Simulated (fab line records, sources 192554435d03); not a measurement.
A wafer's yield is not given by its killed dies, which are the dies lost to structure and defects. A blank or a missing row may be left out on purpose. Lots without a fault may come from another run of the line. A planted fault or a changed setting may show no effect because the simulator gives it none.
fab line records    flow n5_finfet
record: lots: 7  wafers: 39
route steps=1938 shown FIN_SAQP@115 DUMMY_GATE@214 HKMG_FIN@421 MOL_CONTACT_COAG@586 BEOL_M4@1111
start_h: the number of hours between the record's first day and the start of the first shown wafer of the lot    wait_h: hours elapsed since this lot's preceding step    " identical to the entry in the row above    L1.1+2: several wafers, shown together as one row    - value missing, or start not given    * or withheld: withheld    < > ~ a bound
route shown NAME@n: NAME is a module with steps in the file, n the number in the route of the first one    usual: mean/standard deviation of fault-free wafers    same: alike in all rows    chamber/n: place in a boat    sites: readings site by site    _std_site: the values' standard deviation    _edge_site: the outer-site mean with the inner-site mean subtracted    radius_mm: for every site, how far away it sits from the centre of the wafer    mask NAME#n: copy n    behind: tool/chamber where the wafer was last shaped    hold: what put the lot on hold/how long, in hours/how the hold closed    device: the transistor (n, p or np) that didn't switch    end of line: tests of these same wafers at the route's end    for a step that has no rows: nothing shown but its recipe    killed: count of dies lost to structure and defects at first sort (not the wafer's yield)    map: a wafer's dies, x killed, . not, _ none there
set.NAME: the setting the step ran with; set.NAME@STEP: the setting that earlier step ran with    model.NAME: the simulator's own value behind a step, which no gauge read
lots whose settings were changed on purpose; a table a step, a row a wafer
== steps ==
step: N5_FIN_SAQP_ETCH_51
recipe: chemistry: CF4  target: SiARC  target_depth_a: 455  mask_material: CAR-ArF  time_s: 75.8  ion_energy_ev: 80  pressure_mtorr: 40  source_w: 545  bias_w: 36  Ar_flow_sccm: 100  cf4_flow_sccm: 100  ends: cleared
step: N5_FIN_SAQP_SPACER2_ALD_28
recipe: material: SiO2  target_thk_a: 81  temp_c: 300  ald_precursor_family: BDEAS  ald_co_reactant: O2-plasma  pulse_time_s: 1  purge_time_s: 2  co_reactant_purge_time_s: 2  pressure_torr: 2
step: N5_DUMMY_GATE_ALD_02
recipe: material: SiO2  target_thk_a: 20  temp_c: 300  ald_precursor_family: BDEAS  ald_co_reactant: O2-plasma  pulse_time_s: 1  pressure_torr: 2
step: N5_DUMMY_GATE_ETCH_31
recipe: chemistry: C4F6/O2  target: SiO2  mask_material: SOC  target_depth_a: 825  time_s: 27.5  ion_energy_ev: 250  pressure_mtorr: 30  source_w: 345  bias_w: 185  Ar_flow_sccm: 300  C4F6_flow_sccm: 10  O2_flow_sccm: 10
step: N5_DUMMY_GATE_ETCH_44
recipe: chemistry: HBr/O2  over_etch_frac: 0.7  target_depth_a: 1275  stop_on: SiO2  ion_energy_ev: 60  bias_w: 20  target: poly-Si  mask_material: SiO2  pressure_mtorr: 20  icp_w: 400  HBr_flow_sccm: 120  O2_flow_sccm: 10
step: N5_HKMG_FIN_PWFM_ALD_03
recipe: material: TiN  target_thk_a: 20  temp_c: 400  ald_precursor_family: TiCl4  ald_co_reactant: NH3  pulse_time_s: 1  purge_time_s: 3  co_reactant_purge_time_s: 2  co_reactant_pulse_time_s: 2  ald_cycles: 91  pressure_torr: 3
step: N5_HKMG_FIN_ETCH_32
recipe: chemistry: N2/H2  target: SOC  target_depth_a: 2400  temp_c: 40  time_s: 300  ion_energy_ev: 200  mask_material: SiARC  pressure_mtorr: 30  source_w: 840  bias_w: 150  n2_flow_sccm: 200  h2_flow_sccm: 200
step: N5_MOL_CONTACT_COAG_VIA_ETCH_46
recipe: chemistry: C4F6/O2  target_depth_a: 460  overetch_a: 92  mask_material: SOC  target: SiO2  bias_w: 455  pressure_mtorr: 10  time_s: 40  source_w: 325  Ar_flow_sccm: 300  C4F6_flow_sccm: 10  O2_flow_sccm: 10  ion_energy_ev: 575.3  ends: end_point
step: N5_MOL_CONTACT_COAG_VIA_ETCH_117
recipe: chemistry: C4F6/O2  target_depth_a: 400  overetch_a: 80  mask_material: SOC  target: SiO2  bias_w: 455  pressure_mtorr: 10  time_s: 26  source_w: 325  Ar_flow_sccm: 300  C4F6_flow_sccm: 10  O2_flow_sccm: 10  ion_energy_ev: 575.3  ends: end_point
step: N5_BEOL_M4_RC_MEAS_101
usual: IOFF_N: 0.164/0.025  IOFF_N_85C: 3.2/0.39  IOFF_N_LIN: 0.075/0.0096  IOFF_P_85C: 3.7/0.41  VT_P_LVT: -98.6/2.2
lot.wafer  tool       chamber  start_h  wait_h  set.cf4_flow_sccm@FIN_SAQP_ETCH_51  set.temp_c@FIN_SAQP_SPACER2_ALD_28  set.temp_c@DUMMY_GATE_ALD_02  set.target_depth_a@DUMMY_GATE_ETCH_31  set.target_depth_a@DUMMY_GATE_ETCH_44  set.temp_c@HKMG_FIN_PWFM_ALD_03  set.h2_flow_sccm@HKMG_FIN_ETCH_32  set.bias_w@MOL_CONTACT_COAG_VIA_ETCH_46  set.bias_w@MOL_CONTACT_COAG_VIA_ETCH_117  IOFF_N[nA/um]  IOFF_N_85C[nA/um]  IOFF_N_LIN[nA/um]  IOFF_P_85C[nA/um]  VT_P_LVT[mV]
L075.1     prober-01  0        177.93   0.0     100                                 300                                 300                           863.5                                  1275                                   400                              214.8                              488.5                                    520.8                                     0.146          2.9                0.069              3.7                -97.7
L075.2     "          0        "        "       100                                 300                                 287.5                         863.5                                  1275                                   385.4                            214.8                              455                                      520.8                                     0.172          3.3                0.078              3.7                -99.3
L075.3     "          0        "        "       100                                 306.5                               300                           825                                    1404                                   385.4                            214.8                              488.5                                    455                                       0.177          3.4                0.077              3.6                -100.0
L075.4     "          0        "        "       100                                 306.5                               287.5                         825                                    1275                                   385.4                            200                                455                                      455                                       0.121          2.5                0.058              2.8                -103.9
L075.5     "          0        "        "       100                                 306.5                               300                           863.5                                  1404                                   400                              200                                488.5                                    455                                       0.158          3.1                0.072              4.0                -97.0
L075.6     "          0        "        "       100                                 300                                 287.5                         825                                    1404                                   400                              200                                455                                      520.8                                     0.139          2.8                0.066              3.7                -97.0
L078.1     prober-01  0        189.48   0.0     114                                 300                                 300                           718.9                                  1275                                   400                              200                                455                                      455                                       0.161          3.2                0.075              3.7                -101.1
L078.2     "          0        "        "       114                                 300                                 295.7                         825                                    1275                                   400                              200                                455                                      455                                       0.174          3.3                0.082              4.0                -99.8
L078.3     "          0        "        "       100                                 300                                 300                           718.9                                  1275                                   389.1                            205.6                              455                                      455                                       0.164          3.3                0.078              3.5                -102.4
L078.4     "          0        "        "       100                                 300                                 295.7                         718.9                                  1275                                   389.1                            200                                455                                      485.9                                     0.151          3.0                0.071              3.2                -104.9
L078.5     "          0        "        "       100                                 300                                 295.7                         825                                    1275                                   400                              205.6                              455                                      485.9                                     0.171          3.3                0.080              3.8                -101.3
L078.6     "          0        "        "       114                                 300                                 300                           825                                    1275                                   389.1                            205.6                              455                                      485.9                                     0.136          2.8                0.065              3.0                -105.3
L080.1     prober-01  0        204.93   0.0     108.5                               293.2                               304.6                         825                                    1275                                   392.7                            200                                532                                      455                                       0.214          4.0                0.095              4.4                -96.9
L080.2     "          0        "        "       100                                 300                                 300                           825                                    1275                                   400                              209.4                              455                                      455                                       0.170          3.2                0.078              3.9                -96.9
L080.3     "          0        "        "       108.5                               300                                 304.6                         825                                    1384                                   392.7                            209.4                              532                                      455                                       0.173          3.3                0.078              3.9                -99.7
L080.4     "          0        "        "       108.5                               293.2                               300                           889.2                                  1384                                   392.7                            200                                455                                      455                                       0.193          3.6                0.085              3.9                -98.0
L080.5     "          0        "        "       100                                 300                                 300                           889.2                                  1384                                   400                              200                                455                                      455                                       0.201          3.7                0.090              4.5                -95.7
L080.6     "          0        "        "       100                                 293.2                               304.6                         889.2                                  1275                                   400                              209.4                              532                                      455                                       0.210          3.9                0.093              4.7                -95.4
L082.1     prober-01  0        213.64   0.0     111.7                               288.5                               300                           825                                    1275                                   400                              200                                538.9                                    480.4                                     0.194          3.7                0.087              5.1                -94.6
L082.2     "          0        "        "       111.7                               300                                 311.4                         825                                    1146                                   395.6                            200                                455                                      480.4                                     0.149          3.0                0.069              4.2                -99.0
L082.3     "          0        "        "       100                                 300                                 300                           825                                    1146                                   400                              212.9                              538.9                                    455                                       0.157          3.1                0.072              4.3                -97.7
L082.4     "          0        "        "       111.7                               288.5                               311.4                         924.5                                  1275                                   400                              212.9                              455                                      455                                       0.223          4.2                0.097              5.3                -93.9
L082.5     "          0        "        "       100                                 300                                 311.4                         924.5                                  1275                                   395.6                            212.9                              538.9                                    480.4                                     0.129          2.6                0.062              3.7                -101.1
L082.6     "          0        "        "       100                                 288.5                               300                           924.5                                  1146                                   395.6                            200                                455                                      455                                       0.209          3.9                0.090              5.0                -95.4
L084.1     prober-01  0        219.04   0.0     100                                 300                                 300                           787.3                                  1371                                   408.2                            186.4                              520.5                                    527.1                                     0.166          3.2                0.077              4.2                -97.0
L084.2     "          0        "        "       82.97                               290.8                               293.3                         787.3                                  1371                                   400                              186.4                              455                                      455                                       0.227          4.2                0.101              4.6                -98.3
L084.3     "          0        "        "       82.97                               300                                 293.3                         787.3                                  1275                                   408.2                            200                                520.5                                    455                                       0.151          3.0                0.073              3.8                -97.5
L084.4     "          0        "        "       100                                 290.8                               293.3                         825                                    1371                                   400                              200                                455                                      527.1                                     0.235          4.3                0.101              4.8                -97.2
L084.5     "          0        "        "       100                                 300                                 300                           825                                    1275                                   400                              186.4                              520.5                                    527.1                                     0.157          3.1                0.074              3.9                -99.2
L084.6     "          0        "        "       82.97                               290.8                               300                           825                                    1275                                   408.2                            200                                455                                      455                                       0.227          4.2                0.100              4.8                -95.2
L095.1     prober-02  0        291.48   0.0     100                                 294.2                               300                           825                                    1275                                   400                              200                                455                                      419.4                                     0.180          3.4                0.078              3.6                -96.5
L095.2     "          0        "        "       100                                 300                                 300                           825                                    1275                                   400                              191.4                              455                                      455                                       0.159          3.1                0.072              3.1                -98.2
L095.3     "          0        "        "       100                                 294.2                               300                           778.1                                  1275                                   400                              191.4                              407.4                                    419.4                                     0.169          3.3                0.076              3.3                -97.4
L095.4     "          0        "        "       100                                 294.2                               312.1                         825                                    1275                                   400                              200                                407.4                                    455                                       0.188          3.6                0.085              3.7                -94.9
L095.5     "          0        "        "       100                                 300                                 312.1                         778.1                                  1275                                   400                              191.4                              407.4                                    455                                       0.130          2.6                0.061              2.7                -99.9
L095.6     "          0        "        "       100                                 300                                 312.1                         778.1                                  1275                                   400                              200                                455                                      419.4                                     0.156          3.1                0.069              3.3                -97.5
L097.4     prober-02  0        303.55   0.5     100                                 300                                 300                           825                                    1275                                   400                              200                                455                                      455                                       0.164          3.2                0.077              3.7                -96.5
L097.5     "          0        "        "       100                                 300                                 300                           825                                    1275                                   400                              200                                455                                      455                                       0.166          3.2                0.077              3.5                -98.0
L097.6     "          0        "        "       100                                 300                                 300                           825                                    1275                                   400                              200                                455                                      455                                       0.174          3.4                0.081              3.8                -97.3
== key ==
split: step: N5_FIN_SAQP_ETCH_51  setting: cf4_flow_sccm  stated_as: 100
response none clear
split: step: N5_FIN_SAQP_SPACER2_ALD_28  setting: temp_c  stated_as: 300
response: step: N5_BEOL_M4_RC_MEAS_101  reading: IOFF_N_LIN  slope: -0.00556  per: 1%  together_with: all  explained: 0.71
response: step: N5_BEOL_M4_RC_MEAS_101  reading: IOFF_N_85C  slope: -0.239  per: 1%  together_with: all  explained: 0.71
response: step: N5_BEOL_M4_RC_MEAS_101  reading: IOFF_N  slope: -0.0144  per: 1%  together_with: all  explained: 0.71
response: step: N5_BEOL_M4_RC_MEAS_101  reading: IOFF_P_85C  slope: -0.223  per: 1%  together_with: all  explained: 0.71
split: step: N5_DUMMY_GATE_ALD_02  setting: temp_c  stated_as: 300
response none clear
split: step: N5_DUMMY_GATE_ETCH_31  setting: target_depth_a  stated_as: 825
response none clear
split: step: N5_DUMMY_GATE_ETCH_44  setting: target_depth_a  stated_as: 1275
response none clear
split: step: N5_HKMG_FIN_PWFM_ALD_03  setting: temp_c  stated_as: 400
response: step: N5_BEOL_M4_RC_MEAS_101  reading: VT_P_LVT  slope: +1.16  per: 1%  together_with: all  explained: 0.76
split: step: N5_HKMG_FIN_ETCH_32  setting: h2_flow_sccm  stated_as: 200
response none clear
split: step: N5_MOL_CONTACT_COAG_VIA_ETCH_46  setting: bias_w  stated_as: 455
response none clear
split: step: N5_MOL_CONTACT_COAG_VIA_ETCH_117  setting: bias_w  stated_as: 455
response none clear
